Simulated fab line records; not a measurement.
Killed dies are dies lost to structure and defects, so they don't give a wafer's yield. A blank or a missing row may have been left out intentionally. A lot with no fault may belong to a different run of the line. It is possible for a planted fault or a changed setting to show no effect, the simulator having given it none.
fab line records -- flow n5Finfet
record: lots: 7, wafers: 21
route steps=1938 shown BEOL_M2@890 BEOL_M3@963 BEOL_M4@1031 BEOL_M5@1129
startH: hours from the record's first day to the start of the lot's first wafer shown -- waitH: hours elapsed since this lot's preceding step -- " identical to the entry in the row above -- L1.1+2: one row covering several wafers at once -- - no value present, or no start provided -- * or withheld: withheld -- < > ~ a bound
route shown NAME@n: a module of which the file shows steps, and the number in the route of the first -- usual: average and standard deviation across the fault-free wafers -- same: alike in all rows -- chamber/n: place in a boat -- sites: the reading at each site -- _std_site: standard deviation of those values -- _edge_site: inner sites' mean taken away from outer sites' mean -- radiusMm: how far each site lies from the wafer's centre -- mask NAME#n: copy n -- behind: the last tool/chamber to shape the wafer -- hold: why the lot was held/for how many hours/how that ended -- device: which transistor (n, p or np) failed to switch -- end of line: tests of these same wafers at the route's end -- step lacking rows: just its recipe -- killed: dies that structure and defects cost at the first sort, which is not the same as the wafer's yield -- map: the dies of a wafer, with x for killed, . for not killed, _ for no die there
set.NAME: setting as actually run; set.NAME@STEP: the setting as run at that earlier step -- model.NAME: the simulator's own value behind a step, which no gauge read
lots with deliberately changed settings; one table per step, one row per wafer
== steps ==
step: N5_BEOL_M2_TRENCH_ETCH_37
recipe: chemistry: C4F6/O2, targetDepthA: 555.55, target: SiOC, timeS: 29.2, ionEnergyEv: 250, pressureMtorr: 30, sourceW: 355, biasW: 185, Ar_flow_sccm: 300, C4F6_flow_sccm: 10, O2_flow_sccm: 10
usual: rfVppV: 662/6.8
lot.wafer,tool,chamber,startH,waitH,set.sourceW,rfVppV,model.BEOL_M2.featureDepthNm,model.etch.depthNm
L075.3,rieDiel-04,1,-,-,355,650,56.6,56.5
L075.5,rieDiel-04,0,-,-,310.5,711,52.6,52.65
L075.6,rieDiel-04,3,-,-,310.5,715,53.2,53.22
L085.1,rieDiel-04,0,-,-,331.2,686,53.8,53.87
L085.5,rieDiel-04,1,-,-,331.2,675,54.4,54.35
L085.6,rieDiel-04,2,-,-,355,657,54.8,54.77
L088.2,rieDiel-04,1,-,-,355,651,55.4,55.42
L088.4,rieDiel-04,0,-,-,355,662,54.6,54.65
L088.6,rieDiel-04,3,-,-,375.9,647,56.6,56.6
L089.1,rieDiel-04,2,-,-,355,657,55.4,55.46
L089.4,rieDiel-04,0,-,-,355,662,55.6,55.58
L089.6,rieDiel-04,0,-,-,324.2,694,53.4,53.45
L093.1,rieDiel-05,0,-,-,305.6,727,52.2,52.25
L093.3,rieDiel-05,2,-,-,355,671,55,55.01
L093.6,rieDiel-05,2,-,-,305.6,725,51.4,51.36
L096.2,rieDiel-01,0,-,-,355,667,55.6,55.59
L096.3,rieDiel-01,2,-,-,355,652,56.6,56.68
L096.6,rieDiel-01,3,-,-,310.6,711,52.6,52.53
L095.2,rieDiel-04,1,-,-,355,650,56.2,56.19
L095.5,rieDiel-04,0,-,-,355,663,55.4,55.32
L095.6,rieDiel-04,1,-,-,355,652,55.2,55.27
step: N5_BEOL_M2_ETCH_41
recipe: chemistry: CH3F/O2, target: SiCN, targetDepthA: 299, taperDeg: 2, timeS: 52.5, ionEnergyEv: 120, maskMaterial: TiN, pressureMtorr: 30, sourceW: 395, biasW: 75, Ar_flow_sccm: 150, CH3F_flow_sccm: 30, O2_flow_sccm: 20
step: N5_BEOL_M2_STRIP_97
recipe: chemistry: N2/H2, timeS: 10, powerW: 450, tempC: 40, pressureMtorr: 20, rfFrequencyHz: 6e+07, biasPowerW: 7, n2FlowSccm: 200, h2FlowSccm: 200
step: N5_BEOL_M2_OCD_MEAS_38
usual: trenchDepthNm: 55.3/0.63
lot.wafer,tool,chamber,startH,waitH,set.sourceW@BEOL_M2_TRENCH_ETCH_37,trenchDepthNm
L075.3,ocd-01,-,144.30,-,355,56.4
L075.5,ocd-01,-,144.30,-,310.5,52.8
L075.6,ocd-01,-,144.30,-,310.5,53.9
L085.1,ocd-02,-,212.03,-,331.2,54.0
L085.5,ocd-02,-,212.03,-,331.2,54.2
L085.6,ocd-02,-,212.03,-,355,54.7
L088.2,ocd-01,-,239.03,-,355,55.2
L088.4,ocd-01,-,239.03,-,355,54.6
L088.6,ocd-01,-,239.03,-,375.9,57.1
L089.1,ocd-02,-,248.07,-,355,55.9
L089.4,ocd-02,-,248.07,-,355,55.8
L089.6,ocd-02,-,248.07,-,324.2,53.2
L093.1,ocd-02,-,263.32,-,305.6,52.2
L093.3,ocd-02,-,263.32,-,355,55.1
L093.6,ocd-02,-,263.32,-,305.6,51.8
L096.2,ocd-02,-,272.47,-,355,55.6
L096.3,ocd-02,-,272.47,-,355,56.7
L096.6,ocd-02,-,272.47,-,310.6,52.2
L095.2,ocd-02,-,286.64,-,355,56.1
L095.5,ocd-02,-,286.64,-,355,55.1
L095.6,ocd-02,-,286.64,-,355,55.1
step: N5_BEOL_M2_HM_STRIP_39
recipe: chemistry: peroxideTinStrip, material: TiN, targetDepthA: 250, tempC: 50, timeS: 158
step: N5_BEOL_M2_SRD_40
recipe: timeS: 30, tempC: 23, rinseLiquid: diw, dry: ipaMarangoni
step: N5_BEOL_M2_ECD_50
recipe: material: Cu, targetThkA: 3000
step: N5_BEOL_M2_ANNEAL_51
recipe: tempC: 225, timeS: 90, ambient: N2
step: N5_BEOL_M2_CMP_52
recipe: stopOn: SiOC, tOverpolishS: 6.8, downForcePsi: 1, platenRpm: 50, clearingPlatenDownForcePsi: 1.5, clearingPlatenRpm: 50, postCmpClean: cuAlkaline, targetThkNm: 40, clearingPlatenPadVelocityMS: 0.99484, padVelocityMS: 0.99484
lot.wafer,tool,chamber,startH,waitH,set.sourceW@BEOL_M2_TRENCH_ETCH_37,model.Cu_of_BEOL_M2_ECD_50.thkNm
L075.3,cmp-04,1,148.02,0.2,355,40.4
L075.5,cmp-04,3,148.02,0.2,310.5,37
L075.6,cmp-04,0,148.02,0.2,310.5,35.8
L085.1,cmp-02,3,217.86,0.3,331.2,36.6
L085.6,cmp-02,2,217.86,0.3,355,37.6
L085.5,cmp-02,3,217.86,0.3,331.2,36.8
L088.4,cmp-01,1,244.44,0.1,355,39
L088.2,cmp-01,0,244.44,0.1,355,40
L088.6,cmp-01,1,244.44,0.1,375.9,41.6
L089.1,cmp-02,2,252.06,0.3,355,42.2
L089.4,cmp-02,3,252.06,0.3,355,41.4
L089.6,cmp-02,1,252.06,0.3,324.2,38.4
L093.3,cmp-04,1,266.99,0.2,355,38.8
L093.1,cmp-04,3,266.99,0.2,305.6,36.8
L093.6,cmp-04,0,266.99,0.2,305.6,34.8
L096.3,cmp-02,1,276.37,0.2,355,42
L096.2,cmp-02,3,276.37,0.2,355,41.2
L096.6,cmp-02,0,276.37,0.2,310.6,38.8
L095.2,cmp-02,3,290.22,0.2,355,40.2
L095.6,cmp-02,3,290.22,0.2,355,40
L095.5,cmp-02,0,290.22,0.2,355,39
step: N5_BEOL_M2_THK_MEAS_53
recipe: thkMeasGauge: xrf, reads: Cu_of_BEOL_M2_ECD_50
usual: M2_THK: 39.5/1.2
lot.wafer,tool,chamber,startH,waitH,set.sourceW@BEOL_M2_TRENCH_ETCH_37,M2_THK[nm]
L075.3,filmMetro-02,-,148.24,-,355,40.4
L075.5,filmMetro-02,-,148.24,-,310.5,37.1
L075.6,filmMetro-02,-,148.24,-,310.5,36.0
L085.1,filmMetro-02,-,218.11,-,331.2,36.8
L085.5,filmMetro-02,-,218.11,-,331.2,37.1
L085.6,filmMetro-02,-,218.11,-,355,37.7
L088.2,filmMetro-02,-,244.74,-,355,39.7
L088.4,filmMetro-02,-,244.74,-,355,38.5
L088.6,filmMetro-02,-,244.74,-,375.9,40.9
L089.1,filmMetro-02,-,252.32,-,355,42.1
L089.4,filmMetro-02,-,252.32,-,355,41.2
L089.6,filmMetro-02,-,252.32,-,324.2,38.4
L093.1,filmMetro-02,-,267.24,-,305.6,36.7
L093.3,filmMetro-02,-,267.24,-,355,38.5
L093.6,filmMetro-02,-,267.24,-,305.6,34.6
L096.2,filmMetro-02,-,276.63,-,355,41.5
L096.3,filmMetro-02,-,276.63,-,355,42.3
L096.6,filmMetro-02,-,276.63,-,310.6,38.8
L095.2,filmMetro-01,-,290.51,-,355,40.0
L095.5,filmMetro-01,-,290.51,-,355,38.6
L095.6,filmMetro-01,-,290.51,-,355,40.0
step: N5_BEOL_M2_PRE_CLEAN_60
recipe: gas: NH3/H2, timeS: 15, tempC: *, rfPowerW: 300
step: N5_BEOL_M2_CO_CAP_55
recipe: material: Co, targetThkA: 20, tempC: 200, precursor: CCTBA/H2, pressureTorr: 30, timeS: 102.1
step: N5_BEOL_M2_PRE_CLEAN_56
recipe: gas: NH3, timeS: 15, tempC: withheld, rfPowerW: 300
step: N5_BEOL_M2_DEP_57
recipe: material: SiCN, targetThkA: 80, tempC: withheld, precursor: 3MS/NH3, pressureTorr: 3, rfW: 202, timeS: 14
step: N5_BEOL_M2_RS_MEAS_58
recipe: thkMeasGauge: four-point-probe, reads: Co_of_BEOL_M2_CO_CAP_55+Cu_of_BEOL_M2_ECD_50+Co_of_BEOL_M2_CVD_47+TaN_of_BEOL_M2_ALD_84
usual: M2_RS: 0.678/0.026
lot.wafer,tool,chamber,startH,waitH,set.sourceW@BEOL_M2_TRENCH_ETCH_37,M2_RS[ohm/sq]
L075.3,filmMetro-01,-,148.50,0.1,355,0.658
L075.5,filmMetro-01,-,148.50,0.1,310.5,0.739
L075.6,filmMetro-01,-,148.50,0.1,310.5,0.771
L085.1,filmMetro-02,-,218.45,0.0,331.2,0.747
L085.5,filmMetro-02,-,218.45,0.0,331.2,0.743
L085.6,filmMetro-02,-,218.45,0.0,355,0.724
L088.2,filmMetro-02,-,245.00,0.1,355,0.665
L088.4,filmMetro-02,-,245.00,0.1,355,0.691
L088.6,filmMetro-02,-,245.00,0.1,375.9,0.636
L089.1,filmMetro-02,-,252.58,0.0,355,0.624
L089.4,filmMetro-02,-,252.58,0.0,355,0.642
L089.6,filmMetro-02,-,252.58,0.0,324.2,0.705
L093.1,filmMetro-01,-,267.60,0.0,305.6,0.743
L093.3,filmMetro-01,-,267.60,0.0,355,0.693
L093.6,filmMetro-01,-,267.60,0.0,305.6,0.799
L096.2,filmMetro-01,-,276.89,0.1,355,0.640
L096.3,filmMetro-01,-,276.89,0.1,355,0.626
L096.6,filmMetro-01,-,276.89,0.1,310.6,0.696
L095.2,filmMetro-02,-,290.77,0.1,355,0.666
L095.5,filmMetro-02,-,290.77,0.1,355,0.690
L095.6,filmMetro-02,-,290.77,0.1,355,0.668
step: N5_BEOL_M3_EXPOSE_25
recipe: maskId: V2, na: 0.33, sourceShape: quasar, sigmaInner: 0.2, sigmaOuter: 0.8, polarization: unpolarized, defocusNm: 5, doseMj: 63
lot.wafer,tool,chamber,startH,waitH,mask,set.doseMj
L075.3+6,euvScanner-01,0,151.49,-,V2#0,63
L075.5,euvScanner-01,0,151.49,-,V2#0,64.28
L085.1+5,euvScanner-02,0,221.56,-,V2#0,64.68
L085.6,euvScanner-02,0,221.56,-,V2#0,63
L088.2,euvScanner-01,0,247.28,-,V2#0,64.64
L088.4+6,euvScanner-01,0,247.28,-,V2#0,63
L089.1+6,euvScanner-02,0,255.88,-,V2#0,60.09
L089.4,euvScanner-02,0,255.88,-,V2#0,63
L093.1+3,euvScanner-02,0,271.10,-,V2#0,58.97
L093.6,euvScanner-02,0,271.10,-,V2#0,63
L096.2+3+6,euvScanner-02,0,278.92,-,V2#0,63
L095.2+5+6,euvScanner-01,0,294.14,-,V2#0,63
step: N5_BEOL_M3_PEB_26
recipe: pebTempC: 100, pebTimeS: 60, resist: CAR-EUV
step: N5_BEOL_M3_DEVELOP_27
recipe: developTimeS: 30, developer: TMAH, resist: CAR-EUV, rinseLiquid: surfactantRinse, dry: airSpin, devTempC: 23
step: N5_BEOL_M3_CD_MEAS_28
recipe: targetCdNm: 25.7, landingEnergyEv: 500, detector: seInlens, targetCdYNm: 23.3, polarity: opening
usual: cdNm: 25.69/0.22
lot.wafer,tool,chamber,startH,waitH,set.doseMj@BEOL_M3_EXPOSE_25,cdNm
L075.3,cdSem-02,0,151.62,-,63,25.95
L075.5,cdSem-02,0,151.62,-,64.28,26.24
L075.6,cdSem-02,0,151.62,-,63,25.54
L085.1,cdSem-02,0,221.70,-,64.68,26.49
L085.5,cdSem-02,0,221.70,-,64.68,26.10
L085.6,cdSem-02,0,221.70,-,63,25.55
L088.2,cdSem-03,0,247.42,-,64.64,26.40
L088.4,cdSem-03,0,247.42,-,63,25.46
L088.6,cdSem-03,0,247.42,-,63,25.68
L089.1,cdSem-01,0,256.03,-,60.09,24.97
L089.4,cdSem-01,0,256.03,-,63,25.72
L089.6,cdSem-01,0,256.03,-,60.09,25.20
L093.1,cdSem-01,0,271.24,-,58.97,24.66
L093.3,cdSem-01,0,271.24,-,58.97,25.00
L093.6,cdSem-01,0,271.24,-,63,25.92
L096.2,cdSem-03,0,279.06,-,63,25.64
L096.3,cdSem-03,0,279.06,-,63,25.89
L096.6,cdSem-03,0,279.06,-,63,25.98
L095.2,cdSem-03,0,294.28,-,63,25.39
L095.5,cdSem-03,0,294.28,-,63,25.66
L095.6,cdSem-03,0,294.28,-,63,25.79
step: N5_BEOL_M4_EXPOSE_08
recipe: maskId: M4, na: 0.33, sourceShape: dipole, sigmaInner: 0.369, sigmaOuter: 0.767, polarization: unpolarized, doseMj: 41.25
lot.wafer,tool,chamber,startH,waitH,mask,set.doseMj
L075.3+6,euvScanner-02,0,159.90,-,M4#0,41.25
L075.5,euvScanner-02,0,159.90,-,M4#0,40.44
L085.1+5+6,euvScanner-01,0,238.32,-,M4#0,41.25
L088.2+6,euvScanner-01,0,255.23,-,M4#0,41.25
L088.4,euvScanner-01,0,255.23,-,M4#0,42.91
L089.1,euvScanner-01,0,265.00,-,M4#0,41.25
L089.4+6,euvScanner-01,0,265.00,-,M4#0,44.09
L093.1+3+6,euvScanner-01,0,287.22,-,M4#0,41.25
L096.2+6,euvScanner-01,0,293.28,-,M4#0,41.25
L096.3,euvScanner-01,0,293.28,-,M4#0,38.91
L095.2+5+6,euvScanner-01,0,308.76,-,M4#0,41.25
step: N5_BEOL_M4_DESCUM_16
recipe: chemistry: O2, timeS: 7, sourcePowerW: 50, biasPowerW: 20, pressureMtorr: 20, rfFrequencyHz: 2.712e+07, tempC: 40, resist: CAR-EUV, o2FlowSccm: 225
lot.wafer,tool,chamber,startH,waitH,set.timeS,model.CAR-EUV_of_BEOL_M4_COAT_05.thkNm
L075.3+5,rieDiel-04,"2,3",160.14,0.0,7,26
L075.6,rieDiel-04,2,160.14,0.0,5.62,26.6
L085.1,rieDiel-05,2,238.57,0.0,7,26
L085.5,rieDiel-05,0,238.57,0.0,7.668,25.6
L085.6,rieDiel-05,1,238.57,0.0,7,25.8
L088.2+4,rieDiel-01,"3,1",255.48,0.0,7,26
L088.6,rieDiel-01,3,255.48,0.0,7,25.8
L089.1,rieDiel-05,1,265.25,0.0,5.741,26.8
L089.4,rieDiel-05,0,265.25,0.0,7,26
L089.6,rieDiel-05,1,265.25,0.0,7,26.2
L093.1,rieDiel-04,3,287.47,0.0,7,26.2
L093.3+6,rieDiel-04,"0,2",287.47,0.0,7,26
L096.2+3,rieDiel-05,"2,3",293.52,0.0,7,26.2
L096.6,rieDiel-05,2,293.52,0.0,7,26
L095.2+5+6,rieDiel-04,"1,2,1",309.01,0.0,7,26.2
step: N5_BEOL_M4_ETCH_74
recipe: chemistry: N2/H2, target: underlayer, targetDepthA: 65, maskMaterial: CAR-EUV, timeS: 5.2, ionEnergyEv: 200, pressureMtorr: 30, sourceW: 840, biasW: 150, n2FlowSccm: 200, h2FlowSccm: 200, ends: cleared
lot.wafer,tool,chamber,startH,waitH,set.doseMj@BEOL_M4_EXPOSE_08,set.timeS@BEOL_M4_DESCUM_16,model.BEOL_M4.cdOffsetNm,model.CAR-EUV_of_BEOL_M4_COAT_05.thkNm
L075.3,rieDiel-04,2,160.18,0.0,41.25,7,0.2,20.2
L075.5,rieDiel-04,3,160.18,0.0,40.44,7,-0.4,20.4
L075.6,rieDiel-04,2,160.18,0.0,41.25,5.62,-0.2,21
L085.1,rieDiel-05,2,238.61,0.0,41.25,7,-0.2,20.2
L085.5,rieDiel-05,0,238.61,0.0,41.25,7.668,0,20
L085.6,rieDiel-05,1,238.61,0.0,41.25,7,0,20.2
L088.2+6,rieDiel-01,3,255.52,0.0,41.25,7,0,20.2
L088.4,rieDiel-01,1,255.52,0.0,42.91,7,0.8,20.2
L089.1,rieDiel-05,1,265.29,0.0,41.25,5.741,-0.2,21
L089.4+6,rieDiel-05,"0,1",265.29,0.0,44.09,7,1.2,20.4
L093.1+3,rieDiel-04,"3,0",287.50,0.0,41.25,7,0,20.4
L093.6,rieDiel-04,2,287.50,0.0,41.25,7,0,20.2
L096.2,rieDiel-05,2,293.56,0.0,41.25,7,0,20.6
L096.3,rieDiel-05,3,293.56,0.0,38.91,7,-1,20.4
L096.6,rieDiel-05,2,293.56,0.0,41.25,7,-0.2,20.4
L095.2+5,rieDiel-04,"1,2",309.04,0.0,41.25,7,-0.2,20.4
L095.6,rieDiel-04,1,309.04,0.0,41.25,7,0,20.4
step: N5_BEOL_M4_ETCH_63
recipe: chemistry: CF4, target: SiARC, targetDepthA: 156, maskMaterial: CAR-EUV, timeS: 26, ionEnergyEv: 80, pressureMtorr: 40, sourceW: 545, biasW: 36, Ar_flow_sccm: 100, cf4FlowSccm: 100, ends: cleared
lot.wafer,tool,chamber,startH,waitH,set.timeS@BEOL_M4_DESCUM_16,model.CAR-EUV_of_BEOL_M4_COAT_05.thkNm
L075.3+5,rieDiel-04,"2,3",160.20,0.0,7,11.2
L075.6,rieDiel-04,2,160.20,0.0,5.62,11.8
L085.1,rieDiel-05,2,238.62,0.0,7,11.2
L085.5,rieDiel-05,0,238.62,0.0,7.668,10.8
L085.6,rieDiel-05,1,238.62,0.0,7,11
L088.2+4,rieDiel-01,"3,1",255.53,0.0,7,11.2
L088.6,rieDiel-01,3,255.53,0.0,7,11
L089.1,rieDiel-05,1,265.31,0.0,5.741,11.8
L089.4+6,rieDiel-05,"0,1",265.31,0.0,7,11.2
L093.1+3,rieDiel-04,"3,0",287.52,0.0,7,11.2
L093.6,rieDiel-04,2,287.52,0.0,7,11
L096.2,rieDiel-05,2,293.57,0.0,7,11.4
L096.3+6,rieDiel-05,"3,2",293.57,0.0,7,11.2
L095.2+5+6,rieDiel-04,"1,2,1",309.06,0.0,7,11.2
step: N5_BEOL_M4_ETCH_64
recipe: chemistry: N2/H2, target: SOC, targetDepthA: 750, overetchA: 225, maskMaterial: SiARC, tempC: 40, timeS: 121.9, ionEnergyEv: 200, pressureMtorr: 30, sourceW: 840, biasW: 150, n2FlowSccm: 200, h2FlowSccm: 200
lot.wafer,tool,chamber,startH,waitH,set.doseMj@BEOL_M4_EXPOSE_08,model.BEOL_M4.cdOffsetNm
L075.3,rieDiel-04,2,160.22,0.0,41.25,0
L075.5,rieDiel-04,3,160.22,0.0,40.44,-0.4
L075.6,rieDiel-04,2,160.22,0.0,41.25,-0.2
L085.1,rieDiel-05,2,238.65,0.0,41.25,0
L085.5+6,rieDiel-05,"0,1",238.65,0.0,41.25,0.2
L088.2,rieDiel-01,3,255.56,0.0,41.25,0
L088.4,rieDiel-01,1,255.56,0.0,42.91,0.6
L088.6,rieDiel-01,3,255.56,0.0,41.25,0.2
L089.1,rieDiel-05,1,265.33,0.0,41.25,-0.2
L089.4+6,rieDiel-05,"0,1",265.33,0.0,44.09,1.2
L093.1+3,rieDiel-04,"3,0",287.55,0.0,41.25,-0.2
L093.6,rieDiel-04,2,287.55,0.0,41.25,0.2
L096.2,rieDiel-05,2,293.60,0.0,41.25,0.2
L096.3,rieDiel-05,3,293.60,0.0,38.91,-1
L096.6,rieDiel-05,2,293.60,0.0,41.25,0
L095.2+5,rieDiel-04,"1,2",309.09,0.0,41.25,-0.2
L095.6,rieDiel-04,1,309.09,0.0,41.25,0
step: N5_BEOL_M4_STRIP_65
recipe: chemistry: N2/H2, tempC: 40, n2FlowSccm: 200, h2FlowSccm: 200, rfFrequencyHz: 6e+07
step: N5_BEOL_M4_STRIP_75
recipe: chemistry: N2/H2, tempC: 40, n2FlowSccm: 200, h2FlowSccm: 200, rfFrequencyHz: 6e+07
step: N5_BEOL_M4_STRIP_66
recipe: chemistry: CF4, resist: SiARC, powerW: 300, biasPowerW: 75, pressureMtorr: 50, cf4FlowSccm: 150, rfFrequencyHz: 6e+07
step: N5_BEOL_M4_HM_OPEN_17
recipe: chemistry: Cl2/BCl3, targetDepthA: 200, overetchA: 60, target: TiN, maskMaterial: SOC, ionEnergyEv: 150, pressureMtorr: 10, icpW: 1000, biasW: 126, Cl2_flow_sccm: 53.25, bcl3FlowSccm: 21.75, Ar_flow_sccm: 25
lot.wafer,tool,chamber,startH,waitH,set.doseMj@BEOL_M4_EXPOSE_08,model.BEOL_M4.cdOffsetNm
L075.3,rieMetal-01,0,160.43,0.1,41.25,0
L075.5,rieMetal-01,1,160.43,0.1,40.44,-0.4
L075.6,rieMetal-01,0,160.43,0.1,41.25,-0.2
L085.1+5+6,rieMetal-03,"0,0,1",238.83,0.0,41.25,0.2
L088.2,rieMetal-02,1,255.74,0.0,41.25,0
L088.4,rieMetal-02,1,255.74,0.0,42.91,0.6
L088.6,rieMetal-02,1,255.74,0.0,41.25,0.2
L089.1,rieMetal-02,0,265.52,0.0,41.25,-0.2
L089.4+6,rieMetal-02,1,265.52,0.0,44.09,1.4
L093.1+3,rieMetal-01,"1,0",287.72,0.0,41.25,-0.2
L093.6,rieMetal-01,1,287.72,0.0,41.25,0.2
L096.2,rieMetal-02,1,293.78,0.0,41.25,0.2
L096.3,rieMetal-02,1,293.78,0.0,38.91,-1
L096.6,rieMetal-02,0,293.78,0.0,41.25,0
L095.2+5+6,rieMetal-01,"0,1,0",309.26,0.0,41.25,0
step: N5_BEOL_M4_STRIP_19
recipe: chemistry: O2, powerW: 400, tempC: 40, pressureMtorr: 30, rfFrequencyHz: 6e+07, biasPowerW: 0, overashFraction: 0.2, o2FlowSccm: 225
step: N5_BEOL_M4_CD_MEAS_18
recipe: pitchNm: 36, targetCdNm: 18
usual: cdNm: 18.02/0.29
lot.wafer,tool,chamber,startH,waitH,set.doseMj@BEOL_M4_EXPOSE_08,cdNm
L075.3,cdSem-03,-,160.58,0.1,41.25,17.93
L075.5,cdSem-03,-,160.58,0.1,40.44,17.25
L075.6,cdSem-03,-,160.58,0.1,41.25,17.94
L085.1,cdSem-02,-,239.07,0.0,41.25,17.98
L085.5,cdSem-02,-,239.07,0.0,41.25,17.84
L085.6,cdSem-02,-,239.07,0.0,41.25,17.99
L088.2,cdSem-02,-,255.92,0.1,41.25,17.79
L088.4,cdSem-02,-,255.92,0.1,42.91,18.62
L088.6,cdSem-02,-,255.92,0.1,41.25,18.45
L089.1,cdSem-02,-,265.70,0.0,41.25,17.81
L089.4,cdSem-02,-,265.70,0.0,44.09,19.43
L089.6,cdSem-02,-,265.70,0.0,44.09,19.32
L093.1,cdSem-02,-,287.92,0.0,41.25,18.06
L093.3,cdSem-02,-,287.92,0.0,41.25,18.04
L093.6,cdSem-02,-,287.92,0.0,41.25,17.95
L096.2,cdSem-03,-,293.96,0.1,41.25,17.99
L096.3,cdSem-03,-,293.96,0.1,38.91,17.15
L096.6,cdSem-03,-,293.96,0.1,41.25,18.47
L095.2,cdSem-03,-,309.46,0.1,41.25,17.96
L095.5,cdSem-03,-,309.46,0.1,41.25,17.95
L095.6,cdSem-03,-,309.46,0.1,41.25,18.25
step: N5_BEOL_M5_DESCUM_16
recipe: chemistry: O2, timeS: 7, sourcePowerW: 50, biasPowerW: 20, pressureMtorr: 20, rfFrequencyHz: 2.712e+07, tempC: 40, resist: CAR-EUV, o2FlowSccm: 225
lot.wafer,tool,chamber,startH,waitH,set.timeS,model.CAR-EUV_of_BEOL_M5_COAT_05.thkNm
L075.3+5,rieDiel-02,"1,2",184.04,0.0,7,26
L075.6,rieDiel-02,3,184.04,0.0,7,26.2
L085.1+5,rieDiel-02,0,265.18,0.1,7,26.2
L085.6,rieDiel-02,3,265.18,0.1,5.693,26.8
L088.2+6,rieDiel-06,2,277.16,0.2,6.125,26.4
L088.4,rieDiel-06,0,277.16,0.2,7,26
L089.1+4,rieDiel-03,"1,2",286.96,0.0,7,26
L089.6,rieDiel-03,1,286.96,0.0,6.163,26.4
L093.1+3,rieDiel-06,"1,2",308.67,0.3,7,26.2
L093.6,rieDiel-06,0,308.67,0.3,7,26
L096.2+6,rieDiel-03,1,309.63,0.0,7.507,25.8
L096.3,rieDiel-03,0,309.63,0.0,7,26
L095.2+6,rieDiel-02,"3,0",351.03,0.1,7,26
L095.5,rieDiel-02,3,351.03,0.1,7,26.2
== key ==
split: step: N5_BEOL_M2_TRENCH_ETCH_37, setting: sourceW, stated: 355, by: wafer
response: step: N5_BEOL_M2_TRENCH_ETCH_37, reading: rfVppV, change: -4.06, per: 1%, r: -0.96
response: step: N5_BEOL_M2_TRENCH_ETCH_37, reading: model.BEOL_M2.featureDepthNm, change: +0.252, per: 1%, r: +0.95
response: step: N5_BEOL_M2_TRENCH_ETCH_37, reading: model.etch.depthNm, change: +0.251, per: 1%, r: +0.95
response: step: N5_BEOL_M2_OCD_MEAS_38, reading: trenchDepthNm, change: +0.257, per: 1%, r: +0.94
response: step: N5_BEOL_M2_CMP_52, reading: model.Cu_of_BEOL_M2_ECD_50.thkNm, change: +0.264, per: 1%, r: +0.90
response: step: N5_BEOL_M2_THK_MEAS_53, reading: M2_THK, change: +0.258, per: 1%, r: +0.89
response: step: N5_BEOL_M2_RS_MEAS_58, reading: M2_RS, change: -0.00619, per: 1%, r: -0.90
split: step: N5_BEOL_M3_EXPOSE_25, setting: doseMj, stated: 63, by: wafer
response: step: N5_BEOL_M3_CD_MEAS_28, reading: cdNm, change: +0.188, per: 1%, r: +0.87
split: step: N5_BEOL_M4_EXPOSE_08, setting: doseMj, stated: 41.25, by: wafer
response: step: N5_BEOL_M4_ETCH_74, reading: model.BEOL_M4.cdOffsetNm, change: +0.188, per: 1%, r: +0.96
response: step: N5_BEOL_M4_ETCH_64, reading: model.BEOL_M4.cdOffsetNm, change: +0.185, per: 1%, r: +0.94
response: step: N5_BEOL_M4_HM_OPEN_17, reading: model.BEOL_M4.cdOffsetNm, change: +0.199, per: 1%, r: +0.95
response: step: N5_BEOL_M4_CD_MEAS_18, reading: cdNm, change: +0.203, per: 1%, r: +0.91
split: step: N5_BEOL_M4_DESCUM_16, setting: timeS, stated: 7, by: wafer
response: step: N5_BEOL_M4_DESCUM_16, reading: model.CAR-EUV_of_BEOL_M4_COAT_05.thkNm, change: -0.034, per: 1%, r: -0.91
response: step: N5_BEOL_M4_ETCH_74, reading: model.CAR-EUV_of_BEOL_M4_COAT_05.thkNm, change: -0.033, per: 1%, r: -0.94
response: step: N5_BEOL_M4_ETCH_63, reading: model.CAR-EUV_of_BEOL_M4_COAT_05.thkNm, change: -0.0317, per: 1%, r: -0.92
split: step: N5_BEOL_M5_DESCUM_16, setting: timeS, stated: 7, by: wafer
response: step: N5_BEOL_M5_DESCUM_16, reading: model.CAR-EUV_of_BEOL_M5_COAT_05.thkNm, change: -0.032, per: 1%, r: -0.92
